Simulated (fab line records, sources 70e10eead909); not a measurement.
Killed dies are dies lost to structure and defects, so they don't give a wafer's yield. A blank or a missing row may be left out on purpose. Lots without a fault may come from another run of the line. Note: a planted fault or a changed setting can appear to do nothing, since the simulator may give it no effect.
Matching of chambers / flow nand harc / NHARC_P_GATE_ETCH_32 on rie si-05: 4 sister chambers
The step etches the open film in HBr/Cl2, target depth 150 nm, time 100.1 s. 16 wafers are shown with their chamber, then 8 later ones without.

## EACH WAFER AND ITS CHAMBER
wafer=L709.2; chamber=1; oes product au (a.u.)=0.998; throttle valve pct (%)=26.389
wafer=L709.3; chamber=2; oes product au (a.u.)=1.011; throttle valve pct (%)=26.406
wafer=L709.4; chamber=0; oes product au (a.u.)=0.999; throttle valve pct (%)=26.413
wafer=L710.1; chamber=0; oes product au (a.u.)=1.007; throttle valve pct (%)=26.405
wafer=L710.5; chamber=2; oes product au (a.u.)=0.995; throttle valve pct (%)=26.401
wafer=L710.6; chamber=1; oes product au (a.u.)=1.005; throttle valve pct (%)=26.404
wafer=L716.3; chamber=2; oes product au (a.u.)=1.010; throttle valve pct (%)=26.391
wafer=L716.4; chamber=1; oes product au (a.u.)=0.999; throttle valve pct (%)=26.421
wafer=L716.6; chamber=2; oes product au (a.u.)=1.000; throttle valve pct (%)=26.417
wafer=L717.1; chamber=3; oes product au (a.u.)=1.008; throttle valve pct (%)=26.405
wafer=L717.5; chamber=0; oes product au (a.u.)=0.994; throttle valve pct (%)=26.409
wafer=L717.6; chamber=1; oes product au (a.u.)=1.005; throttle valve pct (%)=26.392
wafer=L718.2; chamber=1; oes product au (a.u.)=1.015; throttle valve pct (%)=26.410
wafer=L718.4; chamber=2; oes product au (a.u.)=1.003; throttle valve pct (%)=26.410
wafer=L718.6; chamber=2; oes product au (a.u.)=1.002; throttle valve pct (%)=26.419
wafer=L720.3; chamber=2; oes product au (a.u.)=1.010; throttle valve pct (%)=26.406

SIGNATURES (averages over the wafers above)
reading=oes product au; chamber 0=1.00000; chamber 1=1.00440; chamber 2=1.00443; chamber 3=1.00800; scatter within a chamber=0.0064
reading=throttle valve pct; chamber 0=26.40900; chamber 1=26.40320; chamber 2=26.40714; chamber 3=26.40500; scatter within a chamber=0.0103
Rule: for a wafer and a chamber, the distance is found by dividing, reading by reading, the gap between the wafer's reading and the chamber's mean by the reading's scatter, squaring, summing and taking the root. The wafer belongs to the nearest chamber; if the next one is less than 2 further off, it can't be placed. The scatter: take each reading less its chamber's mean, square it, sum over the shown wafers, divide by the number of wafers less the number of chambers, and take the root.

## WAFERS WHOSE CHAMBER IS MISSING
wafer=L720.4; oes product au (a.u.)=1.007; throttle valve pct (%)=26.395
wafer=L720.5; oes product au (a.u.)=1.008; throttle valve pct (%)=26.415
wafer=L728.1; oes product au (a.u.)=1.004; throttle valve pct (%)=26.409
wafer=L728.2; oes product au (a.u.)=1.011; throttle valve pct (%)=26.410
wafer=L728.3; oes product au (a.u.)=0.999; throttle valve pct (%)=26.408
wafer=L729.2; oes product au (a.u.)=1.007; throttle valve pct (%)=26.393
wafer=L729.5; oes product au (a.u.)=0.992; throttle valve pct (%)=26.407
wafer=L729.6; oes product au (a.u.)=0.996; throttle valve pct (%)=26.414

## EACH ONE'S CHAMBER
wafer=L720.4; from the rows above=can't be placed: 1 or 3 or 2 or 0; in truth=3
wafer=L720.5; from the rows above=can't be placed: 2 or 3 or 1 or 0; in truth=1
wafer=L728.1; from the rows above=can't be placed: 2 or 1 or 0 or 3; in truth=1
wafer=L728.2; from the rows above=can't be placed: 3 or 2 or 1 or 0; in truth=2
wafer=L728.3; from the rows above=can't be placed: 0 or 2 or 1 or 3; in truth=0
wafer=L729.2; from the rows above=can't be placed: 1 or 3 or 2 or 0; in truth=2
wafer=L729.5; from the rows above=can't be placed: 0 or 2 or 1 or 3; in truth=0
wafer=L729.6; from the rows above=can't be placed: 0 or 2 or 1 or 3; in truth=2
0 of 8 placed correctly. From these rows, 8 cannot be placed; in 8 the true chamber is one of the candidates. Wrongly placed: 0.
